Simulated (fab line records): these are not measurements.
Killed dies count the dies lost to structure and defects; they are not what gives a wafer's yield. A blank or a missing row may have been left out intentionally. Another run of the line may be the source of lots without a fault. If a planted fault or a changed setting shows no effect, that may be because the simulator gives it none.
Lot-split experiment ; flow n5Finfet ; route with 1938 steps; 7 lots, 21 wafers read

== ABOUT THE SPLIT ==
At N5_BEOL_M4_COAT_05 (resist thk 30 nm), the setting spinRpm was moved away from the recipe's 1500 rpm on 10 of the 21 wafers read, by +3.3% to +9.1%. This setting was run at the recipe's value on the other wafers.

== FROM THE SPLIT TO THE READING: what the file shows between them, 4 steps ==
- N5_BEOL_M4_EXPOSE_08: exposes mask M4 (also split here: doseMj)
- N5_BEOL_M4_PEB_09: peb time 60 s
- N5_BEOL_M4_DEVELOP_10: develop time 30 s
- N5_BEOL_M4_CD_MEAS_11: target cd 16.79 nm

== THE READING ==
CAR-EUV_of_BEOL_M4_COAT_05.thkNm (the simulator's own value, which no gauge read), in nm, at N5_BEOL_M4_DESCUM_16 (chemistry O2, time 7 s). The file does not state a usual value for it. The 11 wafers here that ran the recipe average 26.0 nm, standard deviation 0.057 nm.

wafer;tool, chamber at the split;spinRpm as run, rpm;against the recipe;CAR-EUV_of_BEOL_M4_COAT_05.thkNm, nm;against lot-mates on the recipe
L079.1;lithoTrack-04, 0;1500;recipe;26;-
L079.4;lithoTrack-04, 0;1500;recipe;26;-
L079.6;lithoTrack-04, 0;1500;recipe;26;-
L080.2;lithoTrack-04, 0;1586;+5.7%;25.2;-0.8
L080.3;lithoTrack-04, 0;1500;recipe;26;-
L080.6;lithoTrack-04, 0;1500;recipe;26;-
L083.2;lithoTrack-03, 0;1615;+7.7%;25;-1.0
L083.4;lithoTrack-03, 0;1615;+7.7%;25;-1.0
L083.3;lithoTrack-03, 0;1500;recipe;26;-
L086.4;lithoTrack-04, 0;1593;+6.2%;25.2;-0.8
L086.6;lithoTrack-04, 0;1593;+6.2%;25.2;-0.8
L086.5;lithoTrack-04, 0;1500;recipe;26;-
L088.1;lithoTrack-04, 0;1500;recipe;26;-
L088.6;lithoTrack-04, 0;1500;recipe;26;-
L088.4;lithoTrack-04, 0;1500;recipe;26.2;-
L089.4;lithoTrack-03, 0;1636;+9.1%;24.8;-1.2
L089.6;lithoTrack-03, 0;1636;+9.1%;24.8;-1.2
L089.5;lithoTrack-03, 0;1500;recipe;26;-
L094.2;lithoTrack-04, 0;1550;+3.3%;25.6;no lot-mate on the recipe
L094.3;lithoTrack-04, 0;1550;+3.3%;25.6;no lot-mate on the recipe
L094.6;lithoTrack-04, 0;1550;+3.3%;25.6;no lot-mate on the recipe

THE FIT
A straight line over all 21 wafers: CAR-EUV_of_BEOL_M4_COAT_05.thkNm changes by -0.134 nm for each +1% of spinRpm; r = -1.00; the points scatter about the line by 0.047 nm.
The same after taking each lot's own level away (the mean of its wafers on the recipe; 18 wafers): -0.132 nm for each +1%; r = -1.00; scatter 0.043 nm.
According to that fit, moving spinRpm by its largest amount changes the reading by 1.2 nm.
The lots' own levels span 26.00 to 26.07 nm, that is 1.2 times the standard deviation above.
The two slopes agree, so the slope changes little with the lot-to-lot level.
Check: -1.19 nm against its lot-mates is what the line predicts for one of the wafers moved furthest among these (+9.1%) when that wafer is left out of the fit. It came out at -1.2 nm against them.

== ADDITIONAL SPLITS CARRIED BY THESE WAFERS ==
Other splits were also applied to these wafers ahead of the reading. Each is held against what the fit with the lots' levels taken away leaves over:
other split on the same wafers;wafers away from the commonest value;r with CAR-EUV_of_BEOL_M4_COAT_05.thkNm (lot level and that fit taken away)
N5_BEOL_M3_EXPOSE_08 doseMj;9;+0.20
N5_BEOL_M4_EXPOSE_08 doseMj;8;-0.02

== THE WHOLE CHAIN: every reading that the file lists as answering this split, in the file's order ==
step;what it does;reading;change (the file's fit);r (the file's)
N5_BEOL_M4_COAT_05;resist thk 30 nm;CAR-EUV_of_BEOL_M4_COAT_05.thkNm (the simulator's own value, which no gauge read);-0.14 nm for each +1% of the setting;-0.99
N5_BEOL_M4_DESCUM_16;chemistry O2, time 7 s;CAR-EUV_of_BEOL_M4_COAT_05.thkNm (the simulator's own value, which no gauge read);-0.132 nm for each +1% of the setting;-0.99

== THE FILE'S OWN FIT ==
CAR-EUV_of_BEOL_M4_COAT_05.thkNm changes by -0.132 nm for each +1% of spinRpm, r = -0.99.
